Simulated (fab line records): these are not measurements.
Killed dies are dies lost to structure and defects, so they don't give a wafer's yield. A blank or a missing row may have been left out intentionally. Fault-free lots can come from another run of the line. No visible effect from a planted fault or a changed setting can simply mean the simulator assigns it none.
fab line records    flow nand-harc
record: lots: 24  wafers: 72  last-day: 25
route steps=1159 shown A_CONTACT@866 A_BLC@974
lots that met no fault: taken from a fault-free run of the same line
start-h: hours from the record's first day to the start of the lot's first wafer shown    wait-h: hours elapsed since this lot's preceding step    " same as the row above    L1.1+2: several wafers, shown together as one row    - either no value or no given start    * or withheld: withheld    < > ~ a bound
route shown NAME@n: names a module that has steps shown in the file, with the first one's number in the route    usual: average and standard deviation across the fault-free wafers    same: alike in all rows    chamber/n: place in a boat    sites: readings site by site    _std_site: how widely they spread, as a standard deviation    _edge_site: inner sites' mean taken away from outer sites' mean    radius-mm: for every site, how far away it sits from the centre of the wafer    mask NAME#n: copy n    behind: the most recent tool/chamber to have shaped the wafer    hold: the reason the lot was held/the length of the hold in hours/how it ended    device: the n, p or np transistor that did not switch    end of line: the same wafers' tests at the end of the route    for a step that has no rows: nothing shown but its recipe    killed: dies that structure and defects cost at the first sort, which is not the same as the wafer's yield    map: per-die view of a wafer (x killed, . not killed, _ where there is no die)
set.NAME: setting as actually run; set.NAME@STEP: the setting as run at that earlier step    model.NAME: the simulator's own value behind a step, which no gauge read
steps of the route over a sample of lots; a table a step, a row a wafer
services: the hour from which a tool's chamber was out of use, counted from the record's first day as start-h (under 0 if before that day), plus the number of hours and why
== steps ==
step: NHARC_A_CONTACT_ETCH_115
recipe: source-w: withheld  pressure-mtorr: 20  bias-v: 3000  time-s: 94  target-depth-a: 9220  ar-flow-sccm: withheld  c4f8-flow-sccm: withheld  o2-flow-sccm: withheld  chemistry: C4F8/O2/Ar
usual: oes-air-line-au: 0.999/0.021
lot.wafer  tool             chamber  start-h  wait-h  oes-air-line-au  rf-hours-counter-h
L074.1     har-cap-etch-01  1        365.61   0.1     0.984            58
L074.4     "                1        "        "       1.011            -
L074.5     "                0        "        "       1.033            -
L077.4     har-cap-etch-03  1        374.58   0.1     1.031            -
L077.3     "                0        "        "       0.992            -
L077.6     "                0        "        "       0.988            -
L076.2     har-cap-etch-02  1        374.69   0.1     1.025            9
L076.1     "                0        "        "       0.993            9
L076.6     "                1        "        "       0.999            -
L075.2     har-cap-etch-01  0        380.97   0.1     1.006            61
L075.4     "                0        "        "       0.977            -
L075.6     "                1        "        "       1.008            -
L078.3     har-cap-etch-03  0        381.57   0.1     0.999            -
L078.4     "                1        "        "       0.984            -
L078.5     "                0        "        "       1.019            -
L079.2     har-cap-etch-01  1        389.73   0.1     0.988            63
L079.3     "                1        "        "       0.990            -
L079.5     "                1        "        "       1.004            -
L080.2     har-cap-etch-02  1        392.86   0.1     1.022            14
L080.1     "                0        "        "       1.023            14
L080.3     "                1        "        "       1.005            -
L081.1     har-cap-etch-02  0        406.66   0.1     1.012            17
L081.4     "                1        "        "       0.981            -
L081.6     "                1        "        "       1.006            -
L082.2     har-cap-etch-03  0        414.92   0.1     1.006            86
L082.3     "                1        "        "       1.002            -
L082.6     "                1        "        "       1.011            -
L083.2     har-cap-etch-01  1        421.24   0.1     0.975            67
L083.4     "                1        "        "       1.020            -
L083.5     "                0        "        "       0.978            -
L084.1     har-cap-etch-02  0        424.07   0.1     1.012            19
L084.4     "                1        "        "       0.959            -
L084.6     "                0        "        "       0.972            -
L086.2     har-cap-etch-01  0        443.33   0.1     0.999            71
L086.1     "                1        "        "       0.945            71
L086.4     "                0        "        "       0.992            -
L087.1     har-cap-etch-03  1        445.14   0.1     1.007            89
L087.4     "                1        "        "       0.981            -
L087.5     "                1        "        "       0.955            -
L089.1     har-cap-etch-03  0        452.70   0.1     0.998            91
L089.4     "                0        "        "       0.990            -
L089.5     "                0        "        "       0.979            -
L085.1     har-cap-etch-02  1        452.78   0.1     0.973            24
L085.3     "                1        "        "       0.977            -
L085.6     "                0        "        "       1.015            -
L088.3     har-cap-etch-02  0        459.05   0.1     0.988            -
L088.4     "                1        "        "       0.992            -
L088.5     "                0        "        "       1.014            -
L090.1     har-cap-etch-01  0        460.11   0.1     1.002            74
L090.3     "                1        "        "       1.003            -
L090.6     "                0        "        "       1.038            -
L092.2     har-cap-etch-01  0        465.09   0.1     0.949            75
L092.3     "                1        "        "       0.988            -
L092.6     "                1        "        "       1.002            -
L091.2     har-cap-etch-02  1        468.63   0.1     1.005            27
L091.4     "                1        "        "       1.004            -
L091.6     "                0        "        "       1.005            -
L093.2     har-cap-etch-01  0        477.03   0.1     1.012            78
L093.3     "                0        "        "       0.995            -
L093.4     "                1        "        "       1.022            -
L095.2     har-cap-etch-01  0        498.26   0.1     1.009            80
L095.6     "                1        "        "       1.000            -
L095.5     "                0        "        "       0.961            -
L094.4     har-cap-etch-03  0        502.54   0.1     1.015            -
L094.5     "                1        "        "       1.005            -
L094.6     "                0        "        "       1.011            -
L097.4     har-cap-etch-01  0        507.59   0.1     0.990            -
L097.3     "                1        "        "       0.977            -
L097.6     "                1        "        "       0.984            -
L096.4     har-cap-etch-03  1        515.59   0.1     0.968            -
L096.3     "                0        "        "       1.007            -
L096.5     "                1        "        "       0.984            -
step: NHARC_A_CONTACT_STRIP_82
recipe: o2-flow-sccm: 500  ar-flow-sccm: 0  bias-w: 0  chemistry: O2
usual: drypump-motor-current-A: 5.3/0.43  oes-product-au: 0.999/0.0071  rf-vpp-V: 57.8/0.94  showerhead-plenum-p-Torr: 3.54/0.14  throttle-valve-pct: 17.037/0.0088
lot.wafer  tool         chamber  start-h  wait-h  drypump-motor-current-A  oes-product-au  rf-hours-counter-h  rf-vpp-V  showerhead-plenum-p-Torr  throttle-valve-pct
L074.1     rie-diel-07  1        -        -       5.0                      1.005           27                  59.3      3.68                      17.044
L074.4     "            3        "        "       5.1                      0.983           25                  57.5      3.42                      17.049
L074.5     "            0        "        "       5.3                      1.000           -                   58.2      3.63                      17.016
L077.4     rie-diel-04  3        -        -       6.7                      1.005           30                  55.9      3.37                      17.033
L077.3     "            0        "        "       5.9                      1.005           35                  57.8      3.59                      17.020
L077.6     "            2        "        "       5.4                      0.997           -                   57.0      3.48                      17.024
L076.2     rie-diel-07  0        -        -       5.3                      1.000           29                  57.7      3.62                      17.040
L076.1     "            1        "        "       5.0                      1.006           29                  57.9      3.68                      17.042
L076.6     "            0        "        "       5.3                      0.994           -                   58.6      3.62                      17.039
L075.4     rie-diel-08  3        -        -       5.5                      0.999           34                  57.0      3.28                      17.044
L075.2     "            2        "        "       5.2                      1.013           33                  58.8      3.75                      17.041
L075.6     "            3        "        "       5.5                      1.006           -                   58.9      3.28                      17.040
L078.4     rie-diel-07  1        -        -       5.0                      0.995           31                  56.8      3.68                      17.047
L078.3     "            2        "        "       5.0                      0.997           31                  58.8      3.61                      17.025
L078.5     "            3        "        "       5.1                      0.985           -                   57.4      3.42                      17.029
L079.3     rie-diel-07  2        -        -       4.9                      1.008           34                  58.6      3.61                      17.046
L079.2     "            3        "        "       5.1                      1.002           31                  57.1      3.42                      17.043
L079.5     "            1        "        "       5.0                      0.999           -                   54.7      3.68                      17.027
L080.2     rie-diel-07  2        -        -       5.0                      0.998           34                  59.4      3.61                      17.026
L080.1     "            3        "        "       5.1                      0.992           31                  57.4      3.42                      17.034
L080.3     "            1        "        "       5.0                      0.991           34                  56.5      3.67                      17.039
L081.1     rie-diel-08  2        -        -       5.2                      0.999           43                  58.4      3.74                      17.039
L081.4     "            1        "        "       6.4                      0.999           38                  57.3      3.40                      17.041
L081.6     "            3        "        "       5.5                      0.997           -                   57.3      3.27                      17.048
L082.3     rie-diel-07  2        -        -       5.0                      1.014           3                   58.2      3.61                      17.040
L082.2     "            0        "        "       5.3                      1.001           3                   57.5      3.62                      17.031
L082.6     "            2        "        "       5.0                      1.007           -                   57.2      3.61                      17.041
L083.4     rie-diel-08  0        -        -       5.9                      0.991           47                  58.6      3.28                      17.040
L083.2     "            3        "        "       5.5                      1.005           46                  56.6      3.27                      17.037
L083.5     "            1        "        "       6.4                      1.002           -                   58.2      3.40                      17.041
L084.4     rie-diel-04  0        -        -       6.0                      1.003           52                  56.8      3.58                      17.036
L084.1     "            3        "        "       6.7                      0.998           45                  56.3      3.36                      17.045
L084.6     "            0        "        "       5.9                      1.009           -                   57.5      3.58                      17.040
L086.1     rie-diel-07  0        -        -       5.3                      1.001           6                   56.3      3.62                      17.035
L086.2     "            1        "        "       5.0                      0.996           7                   58.7      3.67                      17.056
L086.4     "            3        "        "       5.1                      0.998           6                   58.4      3.41                      17.044
L087.4     rie-diel-07  1        -        -       5.0                      0.995           7                   56.4      3.67                      17.030
L087.1     "            2        "        "       5.0                      0.999           6                   58.6      3.61                      17.038
L087.5     "            0        "        "       5.3                      0.995           -                   56.9      3.62                      17.025
L085.1     rie-diel-07  2        -        -       5.0                      0.998           9                   58.0      3.60                      17.033
L085.3     "            3        "        "       5.1                      1.002           9                   57.1      3.41                      17.046
L085.6     "            2        "        "       5.0                      1.004           -                   57.9      3.60                      17.043
L089.4     rie-diel-04  1        -        -       5.0                      1.022           57                  57.8      3.47                      17.034
L089.1     "            0        "        "       5.9                      1.002           63                  57.0      3.57                      17.044
L089.5     "            1        "        "       5.0                      0.998           -                   57.8      3.47                      17.037
L088.4     rie-diel-08  2        -        -       5.2                      0.991           64                  57.6      3.73                      17.055
L088.3     "            1        "        "       6.4                      0.994           59                  56.7      3.39                      17.038
L088.5     "            2        "        "       5.2                      0.997           -                   59.1      3.73                      17.041
L090.1     rie-diel-07  2        -        -       4.9                      1.017           13                  58.3      3.60                      17.045
L090.3     "            0        "        "       5.3                      0.996           13                  56.6      3.61                      17.047
L090.6     "            2        "        "       4.9                      1.012           -                   56.6      3.60                      17.034
L092.2     rie-diel-07  3        -        -       5.1                      0.992           14                  58.8      3.41                      17.031
L092.3     "            2        "        "       4.9                      1.001           14                  57.6      3.60                      17.028
L092.6     "            3        "        "       5.1                      0.998           -                   57.4      3.41                      17.036
L091.2     rie-diel-07  2        -        -       5.0                      1.010           15                  57.7      3.60                      17.038
L091.4     "            0        "        "       5.3                      0.983           15                  57.6      3.61                      17.040
L091.6     "            1        "        "       5.0                      0.989           -                   58.3      3.67                      17.046
L093.3     rie-diel-07  2        -        -       5.0                      1.005           17                  58.7      3.60                      17.039
L093.4     "            3        "        "       5.1                      1.006           16                  58.1      3.41                      17.040
L093.2     "            1        "        "       5.0                      1.001           17                  56.2      3.67                      17.037
L095.2     rie-diel-07  3        -        -       5.1                      0.999           19                  58.3      3.41                      17.047
L095.5     "            2        "        "       5.0                      1.006           -                   58.4      3.60                      17.033
L095.6     "            3        "        "       5.1                      0.998           -                   58.1      3.41                      17.027
L094.4     rie-diel-08  3        -        -       5.5                      0.997           9                   58.2      3.80                      17.021
L094.5     "            1        "        "       6.4                      1.007           -                   58.0      3.38                      17.057
L094.6     "            2        "        "       5.2                      1.002           -                   57.5      3.72                      17.040
L097.3     rie-diel-08  2        -        -       5.2                      0.997           13                  56.3      3.72                      17.053
L097.4     "            1        "        "       6.4                      0.998           14                  57.9      3.38                      17.043
L097.6     "            2        "        "       5.2                      0.984           -                   57.9      3.72                      17.041
L096.3     rie-diel-07  2        -        -       5.0                      1.003           24                  58.0      3.60                      17.032
L096.4     "            3        "        "       5.1                      1.014           24                  57.3      3.40                      17.045
L096.5     "            3        "        "       5.1                      1.000           -                   56.4      3.40                      17.031
step: NHARC_A_CONTACT_ETCH_31
recipe: target-depth-a: 20000  over-etch-frac: 0.3  time-s: 520  ion-energy-ev: 150  o2-flow-sccm: 400  cos-flow-sccm: 20  ar-flow-sccm: 0  rf-w: 500  bias-w: 300  chemistry: O2/COS
usual: drypump-motor-current-A: 5.3/0.49  oes-product-au: 0.999/0.0061  rf-vpp-V: 314.2/1.8  showerhead-plenum-p-Torr: 3.13/0.12  throttle-valve-pct: 28.329/0.0087
lot.wafer  tool         chamber  start-h  wait-h  drypump-motor-current-A  oes-product-au  rf-hours-counter-h  rf-vpp-V  showerhead-plenum-p-Torr  throttle-valve-pct
L074.4     rie-diel-08  1        -        -       6.4                      1.002           25                  311.9     3.01                      28.339
L074.1     "            2        "        "       5.2                      1.000           29                  316.3     3.32                      28.313
L074.5     "            3        "        "       5.5                      1.004           -                   312.1     2.90                      28.318
L077.3     rie-diel-07  1        -        -       5.0                      0.996           30                  315.3     3.26                      28.320
L077.4     "            2        "        "       5.0                      1.000           31                  317.1     3.20                      28.333
L077.6     "            1        "        "       5.0                      1.008           -                   315.1     3.26                      28.332
L076.1     rie-diel-07  1        -        -       5.0                      0.992           31                  315.8     3.26                      28.328
L076.2     "            3        "        "       5.1                      0.984           29                  313.4     3.02                      28.345
L076.6     "            1        "        "       5.0                      0.990           -                   316.0     3.25                      28.328
L075.4     rie-diel-07  2        -        -       4.9                      1.005           32                  314.0     3.20                      28.331
L075.2     "            0        "        "       5.3                      0.991           32                  315.8     3.21                      28.322
L075.6     "            1        "        "       5.0                      1.000           -                   315.7     3.25                      28.339
L078.4     rie-diel-07  0        -        -       5.3                      0.998           32                  314.2     3.21                      28.335
L078.3     "            2        "        "       4.9                      1.000           33                  315.6     3.20                      28.343
L078.5     "            1        "        "       5.0                      1.001           -                   317.1     3.25                      28.329
L079.2     rie-diel-04  0        -        -       5.9                      1.001           44                  314.4     3.17                      28.344
L079.3     "            2        "        "       5.4                      1.009           41                  314.2     3.08                      28.310
L079.5     "            1        "        "       5.0                      1.008           -                   313.5     3.08                      28.326
L080.2     rie-diel-04  3        -        -       6.7                      0.992           38                  311.3     2.97                      28.326
L080.1     "            0        "        "       5.9                      0.997           44                  314.8     3.17                      28.322
L080.3     "            1        "        "       5.0                      1.003           38                  313.0     3.08                      28.327
L081.4     rie-diel-04  3        -        -       6.7                      0.998           43                  312.4     2.97                      28.336
L081.1     "            1        "        "       5.0                      1.005           42                  313.2     3.07                      28.333
L081.6     "            3        "        "       6.7                      1.005           -                   310.9     2.97                      28.339
L082.2     rie-diel-07  0        -        -       5.3                      0.995           3                   316.2     3.20                      28.336
L082.3     "            1        "        "       5.0                      1.000           3                   316.1     3.25                      28.321
L082.6     "            0        "        "       5.3                      1.003           -                   314.9     3.20                      28.331
L083.2     rie-diel-08  2        -        -       5.2                      0.989           47                  316.0     3.31                      28.319
L083.5     "            2        "        "       5.2                      1.003           -                   316.2     3.31                      28.336
L083.4     "            1        "        "       6.4                      0.997           -                   310.9     3.01                      28.331
L084.1     rie-diel-08  2        -        -       5.2                      0.991           49                  317.3     3.31                      28.313
L084.6     "            3        "        "       5.5                      0.998           -                   312.0     2.89                      28.332
L084.4     "            1        "        "       6.4                      1.001           -                   312.7     3.00                      28.317
L086.1     rie-diel-04  0        -        -       5.9                      1.006           61                  314.6     3.16                      28.328
L086.4     "            2        "        "       5.4                      1.000           56                  312.6     3.07                      28.322
L086.2     "            3        "        "       6.7                      0.996           54                  312.9     2.97                      28.329
L087.1     rie-diel-07  3        -        -       5.1                      0.994           7                   312.6     3.02                      28.317
L087.4     "            2        "        "       5.0                      0.999           7                   315.9     3.19                      28.323
L087.5     "            0        "        "       5.3                      0.989           -                   315.3     3.20                      28.317
L085.1     rie-diel-07  2        -        -       5.0                      1.003           11                  315.4     3.19                      28.325
L085.3     "            3        "        "       5.0                      0.993           11                  314.0     3.02                      28.347
L085.6     "            1        "        "       5.0                      0.987           -                   316.8     3.25                      28.328
L089.1     rie-diel-07  1        -        -       5.0                      0.993           12                  316.3     3.25                      28.326
L089.4     "            2        "        "       5.0                      0.999           12                  316.4     3.19                      28.319
L089.5     "            0        "        "       5.3                      0.994           -                   313.7     3.20                      28.327
L088.4     rie-diel-07  3        -        -       5.1                      1.012           13                  312.5     3.01                      28.309
L088.3     "            0        "        "       5.3                      0.996           14                  315.6     3.20                      28.331
L088.5     "            1        "        "       5.0                      0.995           -                   316.0     3.25                      28.321
L090.3     rie-diel-08  3        -        -       5.5                      1.013           68                  311.3     2.88                      28.326
L090.1     "            1        "        "       6.4                      1.003           66                  313.5     2.99                      28.332
L090.6     "            2        "        "       5.2                      0.998           -                   316.6     3.30                      28.352
L092.3     rie-diel-07  3        -        -       5.1                      0.991           15                  312.9     3.01                      28.334
L092.2     "            2        "        "       5.0                      1.002           15                  315.6     3.19                      28.320
L092.6     "            0        "        "       5.3                      0.996           -                   315.1     3.20                      28.341
L091.2     rie-diel-07  3        -        -       5.1                      0.994           15                  312.9     3.01                      28.344
L091.4     "            1        "        "       5.0                      1.007           15                  317.0     3.25                      28.326
L091.6     "            2        "        "       5.0                      1.001           -                   314.3     3.19                      28.327
L093.4     rie-diel-08  1        -        -       6.4                      1.001           1                   312.9     2.99                      28.333
L093.2     "            2        "        "       5.2                      0.989           1                   315.3     3.30                      28.338
L093.3     "            3        "        "       5.5                      1.002           1                   318.2     3.37                      28.335
L095.2     rie-diel-07  1        -        -       5.0                      0.995           20                  316.7     3.24                      28.330
L095.5     "            3        "        "       5.1                      0.994           -                   311.7     3.01                      28.342
L095.6     "            0        "        "       5.3                      0.994           -                   314.9     3.20                      28.334
L094.4     rie-diel-07  3        -        -       5.1                      0.997           21                  311.6     3.01                      28.329
L094.5     "            0        "        "       5.3                      1.008           -                   315.6     3.19                      28.339
L094.6     "            1        "        "       5.0                      1.011           -                   315.4     3.24                      28.339
L097.4     rie-diel-07  3        -        -       5.1                      1.000           22                  312.5     3.01                      28.336
L097.3     "            0        "        "       5.3                      1.001           22                  313.9     3.19                      28.321
L097.6     "            3        "        "       5.1                      1.003           -                   312.8     3.01                      28.340
L096.4     rie-diel-04  2        -        -       5.4                      0.997           23                  314.6     3.06                      28.340
L096.3     "            0        "        "       5.9                      0.987           18                  314.3     3.15                      28.314
L096.5     "            2        "        "       5.4                      0.997           -                   312.6     3.06                      28.329
step: NHARC_A_CONTACT_ETCH_139
recipe: source-w: withheld  pressure-mtorr: 20  bias-v: 400  time-s: 137  target-depth-a: 5900  ar-flow-sccm: withheld  c4f8-flow-sccm: 11.5  o2-flow-sccm: 7.2  chemistry: C4F8/O2/Ar
usual: oes-air-line-au: 0.999/0.019
lot.wafer  tool             chamber  start-h  wait-h  oes-air-line-au  rf-hours-counter-h
L074.1     har-cap-etch-02  1        382.45   0.1     1.012            11
L074.4     "                0        "        "       1.005            -
L074.5     "                1        "        "       0.996            -
L077.3     har-cap-etch-03  0        390.68   0.1     1.014            -
L077.4     "                1        "        "       0.987            -
L077.6     "                1        "        "       0.992            -
L076.2     har-cap-etch-03  1        391.53   0.1     1.023            84
L076.1     "                0        "        "       1.016            84
L076.6     "                1        "        "       1.008            -
L075.2     har-cap-etch-01  1        395.07   0.2     0.974            65
L075.4     "                1        "        "       0.991            -
L075.6     "                0        "        "       1.019            -
L078.4     har-cap-etch-03  0        397.27   0.2     0.994            -
L078.3     "                1        "        "       1.010            -
L078.5     "                0        "        "       1.019            -
L079.2     har-cap-etch-03  0        405.58   0.2     0.988            85
L079.3     "                0        "        "       0.990            -
L079.5     "                0        "        "       1.013            -
L080.1     har-cap-etch-01  1        408.05   0.1     1.014            67
L080.2     "                0        "        "       0.973            67
L080.3     "                1        "        "       0.994            -
L081.1     har-cap-etch-03  1        424.67   0.1     0.971            87
L081.4     "                1        "        "       0.994            -
L081.6     "                1        "        "       1.007            -
L082.2     har-cap-etch-01  1        431.96   0.1     0.999            70
L082.3     "                0        "        "       1.005            -
L082.6     "                0        "        "       0.996            -
L083.2     har-cap-etch-03  1        436.12   0.1     0.986            89
L083.4     "                1        "        "       0.977            -
L083.5     "                0        "        "       1.047            -
L084.1     har-cap-etch-02  0        439.15   0.1     0.973            22
L084.4     "                1        "        "       0.981            -
L084.6     "                1        "        "       0.986            -
L086.1     har-cap-etch-01  0        456.53   0.1     0.968            73
L086.2     "                1        "        "       0.978            73
L086.4     "                0        "        "       1.001            -
L087.1     har-cap-etch-03  0        458.31   0.1     0.990            92
L087.4     "                1        "        "       0.993            -
L087.5     "                0        "        "       0.984            -
L085.1     har-cap-etch-01  1        469.77   0.1     1.011            76
L085.3     "                1        "        "       0.991            -
L085.6     "                0        "        "       0.995            -
L089.1     har-cap-etch-02  1        470.97   0.1     0.991            29
L089.4     "                0        "        "       0.976            -
L089.5     "                0        "        "       0.994            -
L088.4     har-cap-etch-03  0        474.81   0.1     1.028            -
L088.3     "                1        "        "       0.985            -
L088.5     "                1        "        "       1.004            -
L090.1     har-cap-etch-03  0        478.74   0.1     1.000            97
L090.3     "                1        "        "       1.029            -
L090.6     "                1        "        "       0.991            -
L092.2     har-cap-etch-02  1        481.84   0.1     0.972            31
L092.3     "                0        "        "       0.957            -
L092.6     "                1        "        "       0.996            -
L091.2     har-cap-etch-01  1        483.67   0.1     1.002            80
L091.4     "                1        "        "       1.004            -
L091.6     "                0        "        "       0.986            -
L093.2     har-cap-etch-02  1        492.24   0.1     0.989            32
L093.4     "                0        "        "       0.999            -
L093.3     "                1        "        "       1.045            -
L095.2     har-cap-etch-02  0        513.48   0.1     0.990            34
L095.6     "                0        "        "       0.949            -
L095.5     "                1        "        "       1.004            -
L094.4     har-cap-etch-02  1        516.34   0.2     0.983            -
L094.6     "                0        "        "       1.007            -
L094.5     "                1        "        "       1.016            -
L097.3     har-cap-etch-03  1        522.09   0.1     1.011            -
L097.4     "                0        "        "       1.021            -
L097.6     "                1        "        "       1.009            -
L096.4     har-cap-etch-03  0        529.61   0.1     1.001            -
L096.3     "                1        "        "       0.993            -
L096.5     "                0        "        "       1.010            -
step: NHARC_A_CONTACT_ALD_18
recipe: target-thk-a: 30  pulse-time-s: 1  ald-cycles: 150  temp-c: 450  material: TiN
usual: heater-power-w: 1067/87  precursor-pulse-height-rel: 1.001/0.019
lot.wafer  tool          chamber  start-h  wait-h  heater-power-w  precursor-pulse-height-rel
L074.4     ald-metal-02  0        384.16   -       1088            1.020
L074.1     "             2        "        "       999             0.986
L074.5     "             0        "        "       1096            1.029
L077.4     ald-metal-01  3        392.42   -       1128            0.987
L077.3     "             0        "        "       985             0.999
L077.6     "             2        "        "       923             1.015
L076.1     ald-metal-02  0        393.28   -       1071            1.034
L076.2     "             3        "        "       1071            1.020
L076.6     "             1        "        "       1050            0.971
L075.2     ald-metal-03  2        396.86   -       965             0.991
L075.4     "             0        "        "       1074            0.988
L075.6     "             2        "        "       968             1.024
L078.3     ald-metal-02  0        398.85   -       1100            1.013
L078.4     "             1        "        "       1082            1.009
L078.5     "             0        "        "       1108            0.976
L079.3     ald-metal-02  2        407.22   -       1027            0.967
L079.2     "             0        "        "       1071            0.999
L079.5     "             1        "        "       1051            0.992
L080.2     ald-metal-01  0        409.70   -       1000            0.955
L080.3     "             2        "        "       911             1.010
L080.1     "             3        "        "       1171            1.008
L081.1     ald-metal-01  1        426.30   -       1167            1.008
L081.6     "             3        "        "       1142            1.031
L081.4     "             0        "        "       1014            0.965
L082.2     ald-metal-02  2        433.52   -       1010            0.994
L082.3     "             1        "        "       1051            1.012
L082.6     "             3        "        "       1064            0.975
L083.4     ald-metal-03  2        437.73   -       947             0.998
L083.2     "             3        "        "       1020            0.968
L083.5     "             0        "        "       1091            1.037
L084.1     ald-metal-01  1        440.72   -       1118            1.017
L084.4     "             0        "        "       999             1.021
L084.6     "             1        "        "       1151            0.997
L086.4     ald-metal-02  1        458.31   -       1048            1.001
L086.1     "             3        "        "       1071            1.008
L086.2     "             0        "        "       1105            0.992
L087.4     ald-metal-03  0        460.07   -       1109            1.016
L087.1     "             2        "        "       941             0.980
L087.5     "             1        "        "       1202            1.010
L085.1     ald-metal-03  3        471.53   -       985             0.984
L085.3     "             0        "        "       1067            0.986
L085.6     "             2        "        "       982             1.016
L089.4     ald-metal-02  3        473.20   -       1052            0.972
L089.1     "             2        "        "       999             1.017
L089.5     "             3        "        "       1080            1.009
L088.4     ald-metal-01  1        476.37   -       1220            0.985
L088.3     "             2        "        "       847             1.008
L088.5     "             2        "        "       851             1.030
L090.3     ald-metal-01  0        480.29   -       993             1.022
L090.1     "             2        "        "       874             0.993
L090.6     "             1        "        "       1213            1.025
L092.2     ald-metal-02  1        483.50   -       1082            1.003
L092.3     "             2        "        "       1028            0.961
L092.6     "             0        "        "       1100            1.001
L091.2     ald-metal-01  0        485.26   -       983             0.972
L091.4     "             1        "        "       1160            1.048
L091.6     "             3        "        "       1206            0.994
L093.3     ald-metal-03  2        493.76   -       982             1.020
L093.2     "             3        "        "       992             0.976
L093.4     "             0        "        "       1101            0.959
L095.2     ald-metal-03  2        515.06   -       959             1.018
L095.5     "             1        "        "       1176            1.007
L095.6     "             2        "        "       953             1.011
L094.4     ald-metal-02  3        517.91   -       1077            1.027
L094.5     "             2        "        "       1017            1.027
L094.6     "             3        "        "       1060            1.005
L097.4     ald-metal-01  3        523.60   -       1182            1.009
L097.3     "             0        "        "       988             0.986
L097.6     "             0        "        "       1016            0.988
L096.4     ald-metal-02  3        531.17   -       1087            0.983
L096.3     "             1        "        "       1052            1.013
L096.5     "             3        "        "       1087            0.974
step: NHARC_A_BLC_CD_MEAS_10
recipe: target-cd-nm: 100  landing-energy-ev: 500
usual: cd-nm: 100.2/0.57
lot.wafer  tool       chamber  start-h  wait-h  cd-nm
L074.1     cd-sem-02  0        387.44   -       100.0
L074.4     "          0        "        "       100.5
L074.5     "          0        "        "       100.5
L077.3     cd-sem-02  0        395.98   -       100.7
L077.4     "          0        "        "       100.8
L077.6     "          0        "        "       100.4
L076.1     cd-sem-03  0        396.72   -       101.0
L076.2     "          0        "        "       101.3
L076.6     "          0        "        "       101.4
L075.2     cd-sem-01  0        398.71   -       100.9
L075.4     "          0        "        "       100.4
L075.6     "          0        "        "       100.9
L078.3     cd-sem-03  0        402.07   -       99.4
L078.4     "          0        "        "       100.8
L078.5     "          0        "        "       99.8
L079.2     cd-sem-01  0        417.29   -       99.3
L079.3     "          0        "        "       100.5
L079.5     "          0        "        "       100.0
L080.1     cd-sem-01  0        418.14   -       100.1
L080.2     "          0        "        "       99.8
L080.3     "          0        "        "       100.1
L081.1     cd-sem-02  0        428.21   -       100.4
L081.4     "          0        "        "       100.4
L081.6     "          0        "        "       100.3
L082.2     cd-sem-03  0        437.90   -       100.7
L082.3     "          0        "        "       100.6
L082.6     "          0        "        "       100.3
L083.2     cd-sem-01  0        439.83   -       99.9
L083.4     "          0        "        "       100.2
L083.5     "          0        "        "       99.4
L084.1     cd-sem-01  0        442.72   -       99.9
L084.4     "          0        "        "       100.8
L084.6     "          0        "        "       100.5
L086.1     cd-sem-02  0        461.99   -       100.4
L086.2     "          0        "        "       100.7
L086.4     "          0        "        "       100.5
L087.1     cd-sem-02  0        462.40   -       100.9
L087.4     "          0        "        "       100.3
L087.5     "          0        "        "       100.8
L085.1     cd-sem-02  0        473.50   -       100.4
L085.3     "          0        "        "       100.3
L085.6     "          0        "        "       100.2
L089.1     cd-sem-02  0        475.10   -       99.8
L089.4     "          0        "        "       99.1
L089.5     "          0        "        "       100.1
L088.3     cd-sem-01  0        483.88   -       100.3
L088.4     "          0        "        "       100.2
L088.5     "          0        "        "       100.6
L090.1     cd-sem-01  0        495.68   -       99.5
L090.3     "          0        "        "       98.7
L090.6     "          0        "        "       100.0
L092.2     cd-sem-02  0        497.52   -       99.6
L092.3     "          0        "        "       99.8
L092.6     "          0        "        "       100.4
L091.2     cd-sem-01  0        497.68   -       99.8
L091.4     "          0        "        "       99.4
L091.6     "          0        "        "       98.7
L093.2     cd-sem-02  0        503.02   -       100.9
L093.3     "          0        "        "       101.3
L093.4     "          0        "        "       101.4
L095.2     cd-sem-01  0        516.93   -       99.8
L095.5     "          0        "        "       99.7
L095.6     "          0        "        "       100.4
L094.4     cd-sem-03  0        523.38   -       100.0
L094.5     "          0        "        "       99.5
L094.6     "          0        "        "       98.9
L097.3     cd-sem-02  0        525.47   -       100.4
L097.4     "          0        "        "       99.5
L097.6     "          0        "        "       99.6
L096.3     cd-sem-02  0        537.70   -       100.4
L096.4     "          0        "        "       100.0
L096.5     "          0        "        "       99.6
== services ==
tool             chamber  start-h  hours  kind
rie-diel-07      3        346.18   2.7    repair
rie-diel-08      1        346.30   13.8   repair
rie-diel-07      1        348.72   1.5    repair
rie-diel-07      0        359.78   -      clean
rie-diel-07      1        359.78   -      clean
rie-diel-07      2        359.78   -      clean
rie-diel-07      3        359.78   -      clean
ald-metal-02     -        364.00   10.0   pm
rie-diel-07      0        384.28   -      clean
ald-metal-02     1        384.96   4.8    repair
rie-diel-07      -        405.27   9.0    pm
har-cap-etch-01  -        416.83   0.6    repair
rie-diel-04      2        418.50   1.2    repair
ald-metal-01     2        424.78   27.9   repair
rie-diel-08      0        433.33   29.2   repair
ald-metal-01     -        458.00   10.0   pm
rie-diel-04      -        466.02   9.0    pm
rie-diel-08      -        479.11   9.0    pm
rie-diel-04      -        490.87   0.7    repair
har-cap-etch-03  -        492.53   0.7    repair
ald-metal-03     -        500.29   10.0   pm
rie-diel-04      -        501.97   2.3    repair
ald-metal-02     0        502.76   11.2   repair
ald-metal-03     2        522.70   5.4    repair
== key ==
fault none
